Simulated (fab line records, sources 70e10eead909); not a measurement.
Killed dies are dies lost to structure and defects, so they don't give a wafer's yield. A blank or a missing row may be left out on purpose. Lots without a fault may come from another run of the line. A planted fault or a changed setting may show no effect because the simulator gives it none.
Which tool did it? | flow nand_harc | 23 lots, 69 wafers sampled, at 6 steps of a route of 1159

WHAT THE GAUGES READ, wafer by wafer
The record holds no reading of a measuring or inspecting step that can be judged against a usual standard deviation.

WHICH TOOL RAN EACH LOT (tool, then ch and the chambers of the sampled wafers, then the start)
lot  | NHARC_A_STAIRCASE_TRIM_12          | NHARC_A_STAIRCASE_STRIP_175          | NHARC_A_STAIRCASE_TRIM_189     | NHARC_A_STAIRCASE_ETCH_221     | NHARC_A_STAIRCASE_ETCH_230     | NHARC_A_STAIRCASE_TRIM_233
L074 | rie_diel-12 ch 0,1,3, day 10 15:04 | plasma_asher-01 ch 0,1, day 10 17:22 | rie_diel-05 ch 2,3, no start   | rie_diel-11 ch 0,1,3, no start | rie_diel-12 ch 1,2,3, no start | rie_diel-12 ch 0,2,3, no start
L077 | rie_diel-05 ch 0,3, day 11 06:26   | plasma_asher-01 ch 0,1, day 11 08:38 | rie_diel-12 ch 0,2,3, no start | rie_diel-05 ch 1,2,3, no start | rie_diel-11 ch 0,1,3, no start | rie_diel-11 ch 0,2, no start
L075 | rie_diel-11 ch 0,1,3, day 11 06:37 | plasma_asher-02 ch 0,1, day 11 09:22 | rie_diel-11 ch 0,1,2, no start | rie_diel-05 ch 0,3, no start   | rie_diel-05 ch 0,2,3, no start | rie_diel-05 ch 1,2, no start
L078 | rie_diel-11 ch 0,3, day 11 15:11   | plasma_asher-01 ch 0, day 11 17:49   | rie_diel-11 ch 1,3, no start   | rie_diel-12 ch 0,1,3, no start | rie_diel-05 ch 2,3, no start   | rie_diel-05 ch 1,2, no start
L076 | rie_diel-12 ch 1,2,3, day 11 15:23 | plasma_asher-01 ch 0, day 11 17:35   | rie_diel-11 ch 2,3, no start   | rie_diel-12 ch 1,2, no start   | rie_diel-12 ch 0,3, no start   | rie_diel-12 ch 1,2,3, no start
L079 | rie_diel-05 ch 0,2,3, day 11 21:46 | plasma_asher-02 ch 0,1, day 12 01:14 | rie_diel-05 ch 1,2, no start   | rie_diel-12 ch 2,3, no start   | rie_diel-05 ch 0,2,3, no start | rie_diel-05 ch 0,1,3, no start
L080 | rie_diel-11 ch 0,2,3, day 12 01:32 | plasma_asher-01 ch 0,1, day 12 06:10 | rie_diel-05 ch 2,3, no start   | rie_diel-12 ch 0,1,3, no start | rie_diel-11 ch 1,3, no start   | rie_diel-11 ch 0,2,3, no start
L081 | rie_diel-05 ch 1,2,3, day 12 01:42 | plasma_asher-01 ch 0,1, day 12 05:10 | rie_diel-11 ch 0,2,3, no start | rie_diel-05 ch 0,1,3, no start | rie_diel-05 ch 0,2,3, no start | rie_diel-05 ch 0,1,3, no start
L082 | rie_diel-11 ch 0,3, day 12 17:37   | plasma_asher-02 ch 0,1, day 12 19:52 | rie_diel-12 ch 0,1,3, no start | rie_diel-12 ch 0,1,2, no start | rie_diel-12 ch 0,3, no start   | rie_diel-12 ch 0,1,3, no start
L083 | rie_diel-05 ch 2,3, day 12 18:10   | plasma_asher-02 ch 0,1, day 12 20:18 | rie_diel-12 ch 1,3, no start   | rie_diel-05 ch 0,2,3, no start | rie_diel-05 ch 0,1,3, no start | rie_diel-05 ch 1,3, no start
L084 | rie_diel-12 ch 0,1,2, day 12 22:16 | plasma_asher-01 ch 0,1, day 13 01:25 | rie_diel-12 ch 2,3, no start   | rie_diel-11 ch 2,3, no start   | rie_diel-11 ch 0,2,3, no start | rie_diel-11 ch 0,1,2, no start
L085 | rie_diel-05 ch 0,1,3, day 13 13:35 | plasma_asher-02 ch 0,1, day 13 15:42 | rie_diel-05 ch 1,2, no start   | rie_diel-12 ch 1,2,3, no start | rie_diel-05 ch 1,2,3, no start | rie_diel-05 ch 1,2,3, no start
L087 | rie_diel-11 ch 0,2,3, day 13 21:18 | plasma_asher-02 ch 0,1, day 13 23:45 | rie_diel-12 ch 0,2,3, no start | rie_diel-11 ch 0,1,3, no start | rie_diel-11 ch 1,3, no start   | rie_diel-11 ch 0,1, no start
L090 | rie_diel-05 ch 0,2,3, day 14 17:43 | plasma_asher-01 ch 1, day 14 19:49   | rie_diel-05 ch 0,1,2, no start | rie_diel-05 ch 1,3, no start   | rie_diel-12 ch 0,3, no start   | rie_diel-12 ch 0,1, no start
L088 | rie_diel-11 ch 0,2,3, day 14 17:57 | plasma_asher-02 ch 0,1, day 14 20:01 | rie_diel-11 ch 0,1,2, no start | rie_diel-12 ch 2,3, no start   | rie_diel-12 ch 0,3, no start   | rie_diel-12 ch 1,2, no start
L089 | rie_diel-05 ch 1,3, day 14 23:22   | plasma_asher-02 ch 0,1, day 15 02:12 | rie_diel-11 ch 1,2,3, no start | rie_diel-12 ch 1,3, no start   | rie_diel-12 ch 0,1,3, no start | rie_diel-12 ch 0,1,2, no start
L091 | rie_diel-12 ch 0,1,2, day 15 01:55 | plasma_asher-02 ch 0,1, day 15 04:04 | rie_diel-12 ch 0,1,3, no start | rie_diel-11 ch 0,1,3, no start | rie_diel-12 ch 2,3, no start   | rie_diel-12 ch 0,3, no start
L093 | rie_diel-11 ch 0,1,3, day 15 02:08 | plasma_asher-01 ch 0,1, day 15 04:19 | rie_diel-12 ch 0,1,3, no start | rie_diel-12 ch 1,2,3, no start | rie_diel-12 ch 0,1,3, no start | rie_diel-12 ch 0,2,3, no start
L092 | rie_diel-12 ch 0,2,3, day 15 09:32 | plasma_asher-01 ch 0,1, day 15 13:26 | rie_diel-05 ch 0,1,3, no start | rie_diel-11 ch 0,1,2, no start | rie_diel-11 ch 0,1,3, no start | rie_diel-11 ch 0,1,2, no start
L096 | rie_diel-05 ch 1,2,3, day 16 02:20 | plasma_asher-01 ch 0,1, day 16 04:44 | rie_diel-05 ch 0,2,3, no start | rie_diel-12 ch 0,3, no start   | rie_diel-05 ch 0,1,2, no start | rie_diel-05 ch 2,3, no start
L097 | rie_diel-12 ch 0,3, day 16 05:35   | plasma_asher-01 ch 0,1, day 16 08:20 | rie_diel-05 ch 0,3, no start   | rie_diel-12 ch 0,2,3, no start | rie_diel-05 ch 1,2, no start   | rie_diel-05 ch 1,2, no start
L094 | rie_diel-11 ch 0,1,2, day 16 06:02 | plasma_asher-01 ch 0, day 16 08:35   | rie_diel-05 ch 0,1,2, no start | rie_diel-12 ch 0,2,3, no start | rie_diel-12 ch 0,1,3, no start | rie_diel-12 ch 1,2,3, no start
L095 | rie_diel-12 ch 0,1, day 16 12:22   | plasma_asher-01 ch 0,1, day 16 17:41 | rie_diel-11 ch 1,2, no start   | rie_diel-11 ch 1,3, no start   | rie_diel-05 ch 2,3, no start   | rie_diel-05 ch 0,3, no start
- NHARC_A_STAIRCASE_TRIM_12: chemistry O2, time 211.2 s.
- NHARC_A_STAIRCASE_STRIP_175: strips in O2.
- NHARC_A_STAIRCASE_TRIM_189: chemistry O2, time 211.2 s.
- NHARC_A_STAIRCASE_ETCH_221: etches the open film in C4F8/O2, target depth 100 nm, time 40.5 s.
- NHARC_A_STAIRCASE_ETCH_230: etches the open film in C4F8/O2, target depth 100 nm, time 40.5 s.
- NHARC_A_STAIRCASE_TRIM_233: chemistry O2, time 211.2 s.

WHAT THE TOOLS THEMSELVES READ (means of the sampled wafers that have a number; where no wafer has one, the mark that the record gives instead)
NHARC_A_STAIRCASE_TRIM_12.
lot  | tool        | drypump_motor_current_A (A) | oes_product_au (a.u.) | rf_vpp_V (V) | showerhead_plenum_p_Torr (Torr) | throttle_valve_pct (%)
L074 | rie_diel-12 | 5.9                         | 0.999                 | 58.2         | 3.71                            | 17.044
L077 | rie_diel-05 | 5.4                         | 1.006                 | 57.2         | 3.43                            | 17.032
L075 | rie_diel-11 | 6.0                         | 0.994                 | 57.7         | 3.49                            | 17.038
L078 | rie_diel-11 | 6.3                         | 0.994                 | 57.6         | 3.34                            | 17.032
L076 | rie_diel-12 | 5.7                         | 0.995                 | 57.3         | 3.60                            | 17.042
L079 | rie_diel-05 | 5.8                         | 0.997                 | 58.2         | 3.39                            | 17.029
L080 | rie_diel-11 | 6.2                         | 0.988                 | 58.0         | 3.50                            | 17.041
L081 | rie_diel-05 | 6.1                         | 0.989                 | 57.9         | 3.39                            | 17.037
L082 | rie_diel-11 | 6.1                         | 0.996                 | 57.6         | 3.35                            | 17.028
L083 | rie_diel-05 | 6.4                         | 1.003                 | 56.8         | 3.32                            | 17.030
L084 | rie_diel-12 | 5.8                         | 0.988                 | 58.0         | 3.60                            | 17.033
L085 | rie_diel-05 | 5.7                         | 1.001                 | 57.3         | 3.42                            | 17.034
L087 | rie_diel-11 | 6.2                         | 1.004                 | 57.8         | 3.49                            | 17.033
L090 | rie_diel-05 | 5.8                         | 1.001                 | 56.5         | 3.38                            | 17.034
L088 | rie_diel-11 | 6.2                         | 0.996                 | 57.5         | 3.49                            | 17.033
L089 | rie_diel-05 | 6.0                         | 0.998                 | 57.6         | 3.41                            | 17.036
L091 | rie_diel-12 | 5.8                         | 0.986                 | 58.2         | 3.59                            | 17.035
L093 | rie_diel-11 | 6.0                         | 1.016                 | 57.8         | 3.47                            | 17.035
L092 | rie_diel-12 | 5.7                         | 0.982                 | 58.1         | 3.54                            | 17.033
L096 | rie_diel-05 | 6.1                         | 0.996                 | 57.6         | 3.55                            | 17.045
L097 | rie_diel-12 | 5.9                         | 0.988                 | 59.3         | 3.64                            | 17.036
L094 | rie_diel-11 | 5.9                         | 1.001                 | 58.2         | 3.62                            | 17.040
L095 | rie_diel-12 | 6.1                         | 0.985                 | 58.7         | 3.69                            | 17.047

NHARC_A_STAIRCASE_STRIP_175.
lot  | tool            | drypump_motor_current_A (A) | heater_power_w (W)
L074 | plasma_asher-01 | 6.5                         | 344
L077 | plasma_asher-01 | 6.5                         | 365
L075 | plasma_asher-02 | 5.8                         | 279
L078 | plasma_asher-01 | 6.4                         | 370
L076 | plasma_asher-01 | 6.5                         | 377
L079 | plasma_asher-02 | 6.0                         | 281
L080 | plasma_asher-01 | 6.5                         | 362
L081 | plasma_asher-01 | 6.5                         | 345
L082 | plasma_asher-02 | 6.0                         | 284
L083 | plasma_asher-02 | 6.0                         | 282
L084 | plasma_asher-01 | 6.5                         | 337
L085 | plasma_asher-02 | 5.8                         | 280
L087 | plasma_asher-02 | 5.8                         | 282
L090 | plasma_asher-01 | 6.5                         | 316
L088 | plasma_asher-02 | 5.8                         | 278
L089 | plasma_asher-02 | 5.8                         | 280
L091 | plasma_asher-02 | 5.8                         | 281
L093 | plasma_asher-01 | 6.5                         | 334
L092 | plasma_asher-01 | 6.5                         | 356
L096 | plasma_asher-01 | 6.5                         | 328
L097 | plasma_asher-01 | 6.5                         | 340
L094 | plasma_asher-01 | 6.4                         | 372
L095 | plasma_asher-01 | 6.5                         | 354

NHARC_A_STAIRCASE_TRIM_189.
lot  | tool        | drypump_motor_current_A (A) | oes_product_au (a.u.) | rf_vpp_V (V) | showerhead_plenum_p_Torr (Torr) | throttle_valve_pct (%)
L074 | rie_diel-05 | 6.2                         | 1.003                 | 56.6         | 3.36                            | 17.042
L077 | rie_diel-12 | 5.6                         | 0.988                 | 58.1         | 3.56                            | 17.033
L075 | rie_diel-11 | 5.9                         | 0.991                 | 57.8         | 3.65                            | 17.045
L078 | rie_diel-11 | 6.0                         | 1.011                 | 58.0         | 3.62                            | 17.015
L076 | rie_diel-11 | 6.3                         | 0.989                 | 57.8         | 3.64                            | 17.041
L079 | rie_diel-05 | 5.8                         | 0.989                 | 58.1         | 3.44                            | 17.028
L080 | rie_diel-05 | 6.2                         | 0.992                 | 57.4         | 3.35                            | 17.042
L081 | rie_diel-11 | 6.2                         | 0.984                 | 57.2         | 3.50                            | 17.040
L082 | rie_diel-12 | 5.9                         | 0.992                 | 58.0         | 3.70                            | 17.039
L083 | rie_diel-12 | 5.7                         | 1.010                 | 59.1         | 3.69                            | 17.036
L084 | rie_diel-12 | 5.4                         | 0.997                 | 57.0         | 3.45                            | 17.036
L085 | rie_diel-05 | 6.0                         | 0.989                 | 57.1         | 3.41                            | 17.040
L087 | rie_diel-12 | 5.7                         | 0.996                 | 57.7         | 3.55                            | 17.038
L090 | rie_diel-05 | 5.5                         | 0.981                 | 57.3         | 3.44                            | 17.028
L088 | rie_diel-11 | 5.9                         | 1.004                 | 58.4         | 3.63                            | 17.041
L089 | rie_diel-11 | 6.1                         | 1.002                 | 57.3         | 3.61                            | 17.045
L091 | rie_diel-12 | 5.9                         | 0.982                 | 58.3         | 3.69                            | 17.035
L093 | rie_diel-12 | 5.9                         | 0.997                 | 58.3         | 3.69                            | 17.038
L092 | rie_diel-05 | 5.6                         | 1.013                 | 58.2         | 3.59                            | 17.044
L096 | rie_diel-05 | 5.8                         | 0.995                 | 57.6         | 3.55                            | 17.040
L097 | rie_diel-05 | 5.4                         | 1.009                 | 58.0         | 3.59                            | 17.035
L094 | rie_diel-05 | 5.5                         | 1.010                 | 58.0         | 3.43                            | 17.032
L095 | rie_diel-11 | 5.8                         | 1.010                 | 57.8         | 3.75                            | 17.032

NHARC_A_STAIRCASE_ETCH_221.
lot  | tool        | bias_w (W) | oes_product_au (a.u.) | rf_vpp_V (V)
L074 | rie_diel-11 | 1000.8     | 0.949                 | 894
L077 | rie_diel-05 | 999.7      | 0.949                 | 891
L075 | rie_diel-05 | 1001.1     | 0.934                 | 889
L078 | rie_diel-12 | 998.7      | 0.923                 | 902
L076 | rie_diel-12 | 1001.2     | 0.918                 | 894
L079 | rie_diel-12 | 1001.0     | 0.932                 | 893
L080 | rie_diel-12 | 998.6      | 0.940                 | 903
L081 | rie_diel-05 | 1002.1     | 0.949                 | 891
L082 | rie_diel-12 | 1002.1     | 0.930                 | 898
L083 | rie_diel-05 | 1001.2     | 0.940                 | 890
L084 | rie_diel-11 | 999.2      | 0.932                 | 893
L085 | rie_diel-12 | 1002.5     | 0.955                 | 898
L087 | rie_diel-11 | 1001.8     | 0.959                 | 894
L090 | rie_diel-05 | 998.5      | 0.938                 | 889
L088 | rie_diel-12 | 1001.9     | 0.921                 | 896
L089 | rie_diel-12 | 998.1      | 0.935                 | 901
L091 | rie_diel-11 | 1002.3     | 0.942                 | 894
L093 | rie_diel-12 | 999.1      | 0.918                 | 897
L092 | rie_diel-11 | 1000.5     | 0.944                 | 899
L096 | rie_diel-12 | 998.8      | 0.917                 | 900
L097 | rie_diel-12 | 1000.4     | 0.918                 | 896
L094 | rie_diel-12 | 998.2      | 0.921                 | 896
L095 | rie_diel-11 | 1003.1     | 0.933                 | 892

NHARC_A_STAIRCASE_ETCH_230.
lot  | tool        | bias_w (W) | oes_product_au (a.u.) | rf_vpp_V (V)
L074 | rie_diel-12 | 1004       | 0.925                 | 899
L077 | rie_diel-11 | 1002       | 0.928                 | 893
L075 | rie_diel-05 | 1000       | 0.940                 | 891
L078 | rie_diel-05 | 999        | 0.965                 | 890
L076 | rie_diel-12 | 1001       | 0.938                 | 900
L079 | rie_diel-05 | 1002       | 0.925                 | 890
L080 | rie_diel-11 | 997        | 0.933                 | 899
L081 | rie_diel-05 | 1001       | 0.943                 | 891
L082 | rie_diel-12 | 997        | 0.924                 | 901
L083 | rie_diel-05 | 1000       | 0.937                 | 892
L084 | rie_diel-11 | 1001       | 0.927                 | 894
L085 | rie_diel-05 | 1000       | 0.963                 | 890
L087 | rie_diel-11 | 1001       | 0.950                 | 899
L090 | rie_diel-12 | 998        | 0.945                 | 900
L088 | rie_diel-12 | 1000       | 0.938                 | 900
L089 | rie_diel-12 | 999        | 0.943                 | 902
L091 | rie_diel-12 | 1003       | 0.956                 | 893
L093 | rie_diel-12 | 999        | 0.928                 | 901
L092 | rie_diel-11 | 997        | 0.953                 | 894
L096 | rie_diel-05 | 1001       | 0.954                 | 892
L097 | rie_diel-05 | 997        | 0.915                 | 891
L094 | rie_diel-12 | 1002       | 0.941                 | 901
L095 | rie_diel-05 | 998        | 0.973                 | 901

NHARC_A_STAIRCASE_TRIM_233.
lot  | tool        | drypump_motor_current_A (A) | oes_product_au (a.u.) | rf_vpp_V (V) | showerhead_plenum_p_Torr (Torr) | throttle_valve_pct (%)
L074 | rie_diel-12 | 5.7                         | 0.994                 | 57.8         | 3.56                            | 17.041
L077 | rie_diel-11 | 5.9                         | 0.987                 | 58.0         | 3.51                            | 17.045
L075 | rie_diel-05 | 5.8                         | 0.983                 | 57.4         | 3.45                            | 17.034
L078 | rie_diel-05 | 6.0                         | 0.997                 | 57.3         | 3.41                            | 17.037
L076 | rie_diel-12 | 5.6                         | 1.005                 | 57.9         | 3.60                            | 17.033
L079 | rie_diel-05 | 5.7                         | 1.001                 | 57.1         | 3.42                            | 17.030
L080 | rie_diel-11 | 6.2                         | 0.997                 | 57.5         | 3.50                            | 17.042
L081 | rie_diel-05 | 5.7                         | 1.000                 | 58.2         | 3.42                            | 17.040
L082 | rie_diel-12 | 5.9                         | 0.999                 | 57.9         | 3.70                            | 17.034
L083 | rie_diel-05 | 6.0                         | 0.994                 | 57.0         | 3.42                            | 17.035
L084 | rie_diel-11 | 5.9                         | 0.993                 | 57.6         | 3.63                            | 17.038
L085 | rie_diel-05 | 6.1                         | 0.998                 | 57.2         | 3.38                            | 17.032
L087 | rie_diel-11 | 5.7                         | 1.015                 | 58.1         | 3.62                            | 17.037
L090 | rie_diel-12 | 6.1                         | 0.985                 | 58.5         | 3.69                            | 17.037
L088 | rie_diel-12 | 5.7                         | 0.986                 | 58.1         | 3.63                            | 17.039
L089 | rie_diel-12 | 5.8                         | 0.991                 | 58.2         | 3.59                            | 17.039
L091 | rie_diel-12 | 5.8                         | 0.996                 | 58.3         | 3.64                            | 17.037
L093 | rie_diel-12 | 5.6                         | 0.996                 | 57.6         | 3.54                            | 17.041
L092 | rie_diel-11 | 5.9                         | 0.999                 | 58.5         | 3.62                            | 17.030
L096 | rie_diel-05 | 6.4                         | 0.983                 | 58.0         | 3.65                            | 17.039
L097 | rie_diel-05 | 6.0                         | 0.994                 | 57.3         | 3.39                            | 17.044
L094 | rie_diel-12 | 5.6                         | 0.994                 | 57.5         | 3.57                            | 17.034
L095 | rie_diel-05 | 5.9                         | 1.002                 | 57.5         | 3.69                            | 17.035

THE ANSWER, worked out from the rows above alone
Rule: what is usual is taken from the lots themselves. Put in order of their means at a reading, lots are off if they are a third of the lots or fewer, leave a main group of 4 or more, and stand apart from it by a gap of 3 or more times the standard deviation of the main group's means; of several such gaps the widest counts. A main group whose means are all the same, to the digits that the tables above print for the reading, isn't used. A lot without any number at a reading at which 4 lots or more have one is off too. The other lots that the step has rows for count as sound. The gauges are gone through in route order, then the tools' own readings, and for those a lot's mean is taken as printed above. The first step at which some lot is off is used, and at that step the reading that is off furthest; a lot without a number counts as furthest.
No lot is off at any reading shown: from this, nothing can be told.

WHAT THE SIMULATOR HAD PUT IN
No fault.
